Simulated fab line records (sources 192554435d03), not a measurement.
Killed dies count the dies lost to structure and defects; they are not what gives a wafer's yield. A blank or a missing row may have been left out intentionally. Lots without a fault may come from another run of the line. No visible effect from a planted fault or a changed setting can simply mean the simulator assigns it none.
Split-lot trial / flow n5 finfet / on a route of 1938 steps: 7 lots, 39 wafers read

## THE SPLIT
At N5_SD_EPI_N_EXPOSE_06 (exposes mask SD N BLK, target cd 120 nm), the setting dose mj was moved away from the recipe's 39.75 on 15 of the 39 wafers read, by -2.9% to +7.8%. For the rest of the wafers, this setting stayed at what the recipe calls for.

## FROM THE SPLIT TO THE READING: what the file shows between them, 2 steps
- N5_SD_EPI_N_PEB_07: peb time 60 s
- N5_SD_EPI_N_DEVELOP_08: develop time 30 s

## THE READING
At N5_SD_EPI_N_CD_MEAS_09: cd nm in nanometres, against a target cd of 120 nm. On this fab line, fault-free wafers typically give 120.1 nm with a standard deviation of 0.66 nm.

wafer=L075.1; tool, chamber at the split=arfi scanner-02, 0; dose mj as run=38.76; against the recipe=-2.5%; cd nm, nm=119.2; against lot-mates on the recipe=-1.3
wafer=L075.2; tool, chamber at the split=arfi scanner-02, 0; dose mj as run=39.75; against the recipe=recipe; cd nm, nm=120.9; against lot-mates on the recipe=-
wafer=L075.3; tool, chamber at the split=arfi scanner-02, 0; dose mj as run=38.76; against the recipe=-2.5%; cd nm, nm=118.4; against lot-mates on the recipe=-2.1
wafer=L075.4; tool, chamber at the split=arfi scanner-02, 0; dose mj as run=38.76; against the recipe=-2.5%; cd nm, nm=118.7; against lot-mates on the recipe=-1.8
wafer=L075.5; tool, chamber at the split=arfi scanner-02, 0; dose mj as run=39.75; against the recipe=recipe; cd nm, nm=120.1; against lot-mates on the recipe=-
wafer=L075.6; tool, chamber at the split=arfi scanner-02, 0; dose mj as run=39.75; against the recipe=recipe; cd nm, nm=120.5; against lot-mates on the recipe=-
wafer=L077.2; tool, chamber at the split=arfi scanner-03, 0; dose mj as run=39.75; against the recipe=recipe; cd nm, nm=119.4; against lot-mates on the recipe=-
wafer=L077.3; tool, chamber at the split=arfi scanner-03, 0; dose mj as run=39.75; against the recipe=recipe; cd nm, nm=119.8; against lot-mates on the recipe=-
wafer=L077.5; tool, chamber at the split=arfi scanner-03, 0; dose mj as run=39.75; against the recipe=recipe; cd nm, nm=119.7; against lot-mates on the recipe=-
wafer=L082.1; tool, chamber at the split=arfi scanner-03, 0; dose mj as run=39.75; against the recipe=recipe; cd nm, nm=118.1; against lot-mates on the recipe=-
wafer=L082.2; tool, chamber at the split=arfi scanner-03, 0; dose mj as run=39.75; against the recipe=recipe; cd nm, nm=120.3; against lot-mates on the recipe=-
wafer=L082.3; tool, chamber at the split=arfi scanner-03, 0; dose mj as run=39.75; against the recipe=recipe; cd nm, nm=119.5; against lot-mates on the recipe=-
wafer=L082.4; tool, chamber at the split=arfi scanner-03, 0; dose mj as run=39.75; against the recipe=recipe; cd nm, nm=119.5; against lot-mates on the recipe=-
wafer=L082.5; tool, chamber at the split=arfi scanner-03, 0; dose mj as run=39.75; against the recipe=recipe; cd nm, nm=120.3; against lot-mates on the recipe=-
wafer=L082.6; tool, chamber at the split=arfi scanner-03, 0; dose mj as run=39.75; against the recipe=recipe; cd nm, nm=118.9; against lot-mates on the recipe=-
wafer=L085.1; tool, chamber at the split=arfi scanner-03, 0; dose mj as run=39.75; against the recipe=recipe; cd nm, nm=120.9; against lot-mates on the recipe=-
wafer=L085.2; tool, chamber at the split=arfi scanner-03, 0; dose mj as run=39.75; against the recipe=recipe; cd nm, nm=120.2; against lot-mates on the recipe=-
wafer=L085.3; tool, chamber at the split=arfi scanner-03, 0; dose mj as run=38.59; against the recipe=-2.9%; cd nm, nm=118.0; against lot-mates on the recipe=-2.4
wafer=L085.4; tool, chamber at the split=arfi scanner-03, 0; dose mj as run=38.59; against the recipe=-2.9%; cd nm, nm=118.0; against lot-mates on the recipe=-2.4
wafer=L085.5; tool, chamber at the split=arfi scanner-03, 0; dose mj as run=38.59; against the recipe=-2.9%; cd nm, nm=117.9; against lot-mates on the recipe=-2.5
wafer=L085.6; tool, chamber at the split=arfi scanner-03, 0; dose mj as run=39.75; against the recipe=recipe; cd nm, nm=120.1; against lot-mates on the recipe=-
wafer=L090.1; tool, chamber at the split=arfi scanner-01, 0; dose mj as run=39.75; against the recipe=recipe; cd nm, nm=120.9; against lot-mates on the recipe=-
wafer=L090.2; tool, chamber at the split=arfi scanner-01, 0; dose mj as run=39.75; against the recipe=recipe; cd nm, nm=120.2; against lot-mates on the recipe=-
wafer=L090.3; tool, chamber at the split=arfi scanner-01, 0; dose mj as run=41.59; against the recipe=+4.6%; cd nm, nm=123.4; against lot-mates on the recipe=+3.0
wafer=L090.4; tool, chamber at the split=arfi scanner-01, 0; dose mj as run=41.59; against the recipe=+4.6%; cd nm, nm=123.3; against lot-mates on the recipe=+2.9
wafer=L090.5; tool, chamber at the split=arfi scanner-01, 0; dose mj as run=41.59; against the recipe=+4.6%; cd nm, nm=123.7; against lot-mates on the recipe=+3.3
wafer=L090.6; tool, chamber at the split=arfi scanner-01, 0; dose mj as run=39.75; against the recipe=recipe; cd nm, nm=120.1; against lot-mates on the recipe=-
wafer=L093.1; tool, chamber at the split=arfi scanner-03, 0; dose mj as run=42.85; against the recipe=+7.8%; cd nm, nm=124.2; against lot-mates on the recipe=+5.1
wafer=L093.2; tool, chamber at the split=arfi scanner-03, 0; dose mj as run=39.75; against the recipe=recipe; cd nm, nm=119.2; against lot-mates on the recipe=-
wafer=L093.3; tool, chamber at the split=arfi scanner-03, 0; dose mj as run=42.85; against the recipe=+7.8%; cd nm, nm=125.3; against lot-mates on the recipe=+6.2
wafer=L093.4; tool, chamber at the split=arfi scanner-03, 0; dose mj as run=39.75; against the recipe=recipe; cd nm, nm=119.3; against lot-mates on the recipe=-
wafer=L093.5; tool, chamber at the split=arfi scanner-03, 0; dose mj as run=39.75; against the recipe=recipe; cd nm, nm=118.8; against lot-mates on the recipe=-
wafer=L093.6; tool, chamber at the split=arfi scanner-03, 0; dose mj as run=42.85; against the recipe=+7.8%; cd nm, nm=124.5; against lot-mates on the recipe=+5.4
wafer=L094.1; tool, chamber at the split=arfi scanner-03, 0; dose mj as run=40.92; against the recipe=+2.9%; cd nm, nm=122.0; against lot-mates on the recipe=+2.3
wafer=L094.2; tool, chamber at the split=arfi scanner-03, 0; dose mj as run=40.92; against the recipe=+2.9%; cd nm, nm=121.5; against lot-mates on the recipe=+1.8
wafer=L094.3; tool, chamber at the split=arfi scanner-03, 0; dose mj as run=39.75; against the recipe=recipe; cd nm, nm=119.6; against lot-mates on the recipe=-
wafer=L094.4; tool, chamber at the split=arfi scanner-03, 0; dose mj as run=40.92; against the recipe=+2.9%; cd nm, nm=122.3; against lot-mates on the recipe=+2.6
wafer=L094.5; tool, chamber at the split=arfi scanner-03, 0; dose mj as run=39.75; against the recipe=recipe; cd nm, nm=119.7; against lot-mates on the recipe=-
wafer=L094.6; tool, chamber at the split=arfi scanner-03, 0; dose mj as run=39.75; against the recipe=recipe; cd nm, nm=119.7; against lot-mates on the recipe=-

FIT RESULTS
A straight line over all 39 wafers: cd nm changes by +0.643 nm for each +1% of dose mj; r = +0.95; the points scatter about the line by 0.62 nm.
The same after taking each lot's own level away (the mean of its wafers on the recipe; 39 wafers): +0.72 nm for each +1%; r = +0.98; scatter 0.43 nm.
On that fit, the largest move of dose mj shifts the reading by 5.6 nm.
The span of the lots' own levels, 119.10 to 120.50 nm, comes to 2.1 times the standard deviation stated above.
So the slope is not independent of the lot-to-lot level: the two fits are not the same.
Check: +5.7 nm against its lot-mates is what the line predicts for one of the wafers moved furthest among these (+7.8%) when that wafer is left out of the fit. Against them it came out at +5.1 nm.

## ADDITIONAL SPLITS CARRIED BY THESE WAFERS
These wafers also went through other splits before the reading. Each is held against what the fit with the lots' levels taken away leaves over:
other split on the same wafers=N5_DUMMY_GATE_EXPOSE_12 dose mj; wafers away from the commonest value=18; r with cd nm (lot level and that fit taken away)=-0.04

## THE WHOLE CHAIN: every reading that the file lists as answering this split, in the file's order
step=N5_SD_EPI_N_CD_MEAS_09; what it does=target cd 120 nm; reading=cd nm; change (the file's fit)=+0.721 nm for each +1% of the setting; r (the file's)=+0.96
step=N5_SD_EPI_N_DESCUM_14; what it does=chemistry O2, time 7.9 s; reading=SD_EPI_N.cd nm (the simulator's own value, which no gauge read); change (the file's fit)=+0.738 nm for each +1% of the setting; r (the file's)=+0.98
step=N5_SD_EPI_N_ETCH_34; what it does=etches SiARC in CF4, target depth 45.5 nm, time 75.8 s; reading=SD_EPI_N.cd nm (the simulator's own value, which no gauge read); change (the file's fit)=+0.747 nm for each +1% of the setting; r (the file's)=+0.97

## FILE'S OWN FIT
cd nm changes by +0.721 nm for each +1% of dose mj, r = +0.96.
